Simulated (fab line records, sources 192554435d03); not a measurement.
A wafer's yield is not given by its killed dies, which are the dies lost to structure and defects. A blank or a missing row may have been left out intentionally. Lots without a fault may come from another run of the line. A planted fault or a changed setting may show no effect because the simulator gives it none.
Matching of chambers -- flow n5_finfet -- N5_HKMG_FIN_CMP_94 on cmp-03 has 4 sister chambers
The step polishes, stops on SiNx, t overpolish 4.7 s, target thk 43.299 nm. 4 wafers are shown with their chamber, then 11 later ones without.

== WAFERS WITH THEIR CHAMBER ==
wafer,chamber,motor_current_A (A)
L077.1,0,14.1
L088.2,3,12.3
L089.1,1,12.9
L090.1,2,11.6

== WAFERS WHOSE CHAMBER IS MISSING ==
wafer,motor_current_A (A)
L090.2,12.9
L090.5,12.8
L093.1,14.1
L093.4,11.0
L093.6,11.2
L094.1,11.2
L094.2,13.2
L094.3,14.3
L097.3,11.1
L097.4,13.4
L097.6,11.7

== WHICH CHAMBER EACH WENT THROUGH ==
wafer,from the rows above,in truth
L090.2,can't be placed: 1 or 3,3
L090.5,can't be placed: 1 or 3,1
L093.1,0,0
L093.4,2,2
L093.6,2,2
L094.1,2,2
L094.2,can't be placed: 1 or 3 or 0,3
L094.3,0,0
L097.3,2,2
L097.4,can't be placed: 1 or 0 or 3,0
L097.6,can't be placed: 2 or 3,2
Correct placement for 6 of the 11. Cannot be placed on the basis of these rows: 5; the candidates contain the true chamber in 5. Wrongly placed: 0.
How it was worked out, from the rows above alone: a wafer's distance from a chamber is the root of the sum, over the readings, of the square of ((its reading less the chamber's mean) divided by the reading's scatter). If the next closest chamber is less than 2 further off than the closest, the wafer can't be placed; otherwise it belongs to the closest. A chamber's mean is the mean of its shown wafers. The scatter: root of mean squared gap, hidden wafer to nearest shown wafer, with one shown wafer a chamber.
